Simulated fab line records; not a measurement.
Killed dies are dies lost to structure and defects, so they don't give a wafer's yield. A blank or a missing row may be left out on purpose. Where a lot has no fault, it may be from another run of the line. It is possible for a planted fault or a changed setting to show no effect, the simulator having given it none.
fab line records || flow n5-finfet
record {"lots": 7, "wafers": 39}
route steps=1938 shown TV_OPEN@1890
start-h: hours from the record's opening day to when the first of the lot's shown wafers began || wait-h: hours elapsed since this lot's preceding step || " the same as in the row above || L1.1+2: one row covering several wafers at once || - no value present, or no start provided || * or withheld: withheld || < > ~ a bound
route shown NAME@n: a module of which the file shows steps, and the number in the route of the first || usual: average and standard deviation across the fault-free wafers || same: alike in all rows || chamber/n: place in a boat || sites: the reading at each site || _std_site: standard deviation of those values || _edge_site: inner sites' mean taken away from outer sites' mean || radius-mm: how far each site lies from the wafer's centre || mask NAME#n: copy n || behind: the most recent tool/chamber to have shaped the wafer || hold: what put the lot on hold/how long, in hours/how the hold closed || device: the n, p or np transistor that did not switch || end of line: tests run on the same wafers once the route is complete || a step with no rows: only its recipe || killed: dies lost to structure and defects at the first sort, not the wafer's yield || map: the dies of a wafer, with x for killed, . for not killed, _ for no die there
set.NAME: the setting as run; set.NAME@STEP: as run at that earlier step || model.NAME: the simulator's own value behind a step, which no gauge read
one table per step and one row per wafer, for lots whose settings were changed on purpose
## steps
# step N5_PASSIVATION_ETCH_15
# recipe {"chemistry": "CF4/N2", "target": "SiCN", "target-depth-a": 750, "taper-deg": 2, "time-s": 81.2, "ion-energy-ev": 150, "mask-material": "SiNx", "pressure-mtorr": 40, "source-w": 430, "bias-w": 70, "Ar_flow_sccm": 100, "cf4-flow-sccm": 60, "n2-flow-sccm": 60}
{"lot.wafer": "L078.1", "tool": "rie-diel-05", "chamber": 0, "start-h": "-", "wait-h": "-", "set.target-depth-a": 750, "model.etch.depth-nm": 67.4}
{"lot.wafer": "L078.2", "tool": "rie-diel-05", "chamber": 1, "start-h": "-", "wait-h": "-", "set.target-depth-a": 750, "model.etch.depth-nm": 66.49}
{"lot.wafer": "L078.3", "tool": "rie-diel-05", "chamber": 2, "start-h": "-", "wait-h": "-", "set.target-depth-a": 750, "model.etch.depth-nm": 60.66}
{"lot.wafer": "L078.4", "tool": "rie-diel-05", "chamber": 3, "start-h": "-", "wait-h": "-", "set.target-depth-a": 750, "model.etch.depth-nm": 62.13}
{"lot.wafer": "L078.5", "tool": "rie-diel-05", "chamber": 2, "start-h": "-", "wait-h": "-", "set.target-depth-a": 750, "model.etch.depth-nm": 60.3}
{"lot.wafer": "L078.6", "tool": "rie-diel-05", "chamber": 3, "start-h": "-", "wait-h": "-", "set.target-depth-a": 750, "model.etch.depth-nm": 61.69}
{"lot.wafer": "L080.1", "tool": "rie-diel-06", "chamber": 0, "start-h": "-", "wait-h": "-", "set.target-depth-a": 750, "model.etch.depth-nm": 63.33}
{"lot.wafer": "L080.2", "tool": "rie-diel-06", "chamber": 2, "start-h": "-", "wait-h": "-", "set.target-depth-a": 750, "model.etch.depth-nm": 67.77}
{"lot.wafer": "L080.3", "tool": "rie-diel-06", "chamber": 1, "start-h": "-", "wait-h": "-", "set.target-depth-a": 750, "model.etch.depth-nm": 65.58}
{"lot.wafer": "L080.4", "tool": "rie-diel-06", "chamber": 3, "start-h": "-", "wait-h": "-", "set.target-depth-a": 750, "model.etch.depth-nm": 68.36}
{"lot.wafer": "L080.5", "tool": "rie-diel-06", "chamber": 1, "start-h": "-", "wait-h": "-", "set.target-depth-a": 750, "model.etch.depth-nm": 66.27}
{"lot.wafer": "L080.6", "tool": "rie-diel-06", "chamber": 0, "start-h": "-", "wait-h": "-", "set.target-depth-a": 750, "model.etch.depth-nm": 62.85}
{"lot.wafer": "L081.1", "tool": "rie-diel-03", "chamber": 3, "start-h": "-", "wait-h": "-", "set.target-depth-a": 750, "model.etch.depth-nm": 63.79}
{"lot.wafer": "L081.2", "tool": "rie-diel-03", "chamber": 1, "start-h": "-", "wait-h": "-", "set.target-depth-a": 921.9, "model.etch.depth-nm": 82.01}
{"lot.wafer": "L081.3", "tool": "rie-diel-03", "chamber": 2, "start-h": "-", "wait-h": "-", "set.target-depth-a": 921.9, "model.etch.depth-nm": 81.68}
{"lot.wafer": "L081.4", "tool": "rie-diel-03", "chamber": 0, "start-h": "-", "wait-h": "-", "set.target-depth-a": 750, "model.etch.depth-nm": 63.28}
{"lot.wafer": "L081.5", "tool": "rie-diel-03", "chamber": 3, "start-h": "-", "wait-h": "-", "set.target-depth-a": 750, "model.etch.depth-nm": 63.69}
{"lot.wafer": "L081.6", "tool": "rie-diel-03", "chamber": 0, "start-h": "-", "wait-h": "-", "set.target-depth-a": 921.9, "model.etch.depth-nm": 77.99}
{"lot.wafer": "L079.1", "tool": "rie-diel-03", "chamber": 1, "start-h": "-", "wait-h": "-", "set.target-depth-a": 750, "model.etch.depth-nm": 67.1}
{"lot.wafer": "L079.2", "tool": "rie-diel-03", "chamber": 2, "start-h": "-", "wait-h": "-", "set.target-depth-a": 474.2, "model.etch.depth-nm": 41.98}
{"lot.wafer": "L079.3", "tool": "rie-diel-03", "chamber": 3, "start-h": "-", "wait-h": "-", "set.target-depth-a": 750, "model.etch.depth-nm": 63.72}
{"lot.wafer": "L079.4", "tool": "rie-diel-03", "chamber": 0, "start-h": "-", "wait-h": "-", "set.target-depth-a": 750, "model.etch.depth-nm": 63.62}
{"lot.wafer": "L079.5", "tool": "rie-diel-03", "chamber": 3, "start-h": "-", "wait-h": "-", "set.target-depth-a": 474.2, "model.etch.depth-nm": 40.58}
{"lot.wafer": "L079.6", "tool": "rie-diel-03", "chamber": 0, "start-h": "-", "wait-h": "-", "set.target-depth-a": 474.2, "model.etch.depth-nm": 40.16}
{"lot.wafer": "L083.1", "tool": "rie-diel-05", "chamber": 0, "start-h": "-", "wait-h": "-", "set.target-depth-a": 750, "model.etch.depth-nm": 67.36}
{"lot.wafer": "L083.2", "tool": "rie-diel-05", "chamber": 3, "start-h": "-", "wait-h": "-", "set.target-depth-a": 750, "model.etch.depth-nm": 62.29}
{"lot.wafer": "L083.6", "tool": "rie-diel-05", "chamber": 3, "start-h": "-", "wait-h": "-", "set.target-depth-a": 750, "model.etch.depth-nm": 61.87}
{"lot.wafer": "L097.1", "tool": "rie-diel-06", "chamber": 3, "start-h": "-", "wait-h": "-", "set.target-depth-a": 750, "model.etch.depth-nm": 66.73}
{"lot.wafer": "L097.2", "tool": "rie-diel-06", "chamber": 0, "start-h": "-", "wait-h": "-", "set.target-depth-a": 354, "model.etch.depth-nm": 29.49}
{"lot.wafer": "L097.3", "tool": "rie-diel-06", "chamber": 1, "start-h": "-", "wait-h": "-", "set.target-depth-a": 354, "model.etch.depth-nm": 30.78}
{"lot.wafer": "L097.4", "tool": "rie-diel-06", "chamber": 2, "start-h": "-", "wait-h": "-", "set.target-depth-a": 750, "model.etch.depth-nm": 66.39}
{"lot.wafer": "L097.5", "tool": "rie-diel-06", "chamber": 3, "start-h": "-", "wait-h": "-", "set.target-depth-a": 750, "model.etch.depth-nm": 67.47}
{"lot.wafer": "L097.6", "tool": "rie-diel-06", "chamber": 2, "start-h": "-", "wait-h": "-", "set.target-depth-a": 354, "model.etch.depth-nm": 31.55}
{"lot.wafer": "L096.1", "tool": "rie-diel-06", "chamber": 3, "start-h": "-", "wait-h": "-", "set.target-depth-a": 618.7, "model.etch.depth-nm": 56.08}
{"lot.wafer": "L096.2", "tool": "rie-diel-06", "chamber": 0, "start-h": "-", "wait-h": "-", "set.target-depth-a": 750, "model.etch.depth-nm": 63.14}
{"lot.wafer": "L096.3", "tool": "rie-diel-06", "chamber": 1, "start-h": "-", "wait-h": "-", "set.target-depth-a": 750, "model.etch.depth-nm": 65.37}
{"lot.wafer": "L096.4", "tool": "rie-diel-06", "chamber": 2, "start-h": "-", "wait-h": "-", "set.target-depth-a": 618.7, "model.etch.depth-nm": 55.35}
{"lot.wafer": "L096.5", "tool": "rie-diel-06", "chamber": 0, "start-h": "-", "wait-h": "-", "set.target-depth-a": 750, "model.etch.depth-nm": 62.95}
{"lot.wafer": "L096.6", "tool": "rie-diel-06", "chamber": 1, "start-h": "-", "wait-h": "-", "set.target-depth-a": 618.7, "model.etch.depth-nm": 53.48}
## key
split {"step": "N5_PASSIVATION_ETCH_15", "setting": "target-depth-a", "stated": 750, "by": "wafer"}
response {"step": "N5_PASSIVATION_ETCH_15", "reading": "model.etch.depth-nm", "change": "+0.671", "per": "1%", "r": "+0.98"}
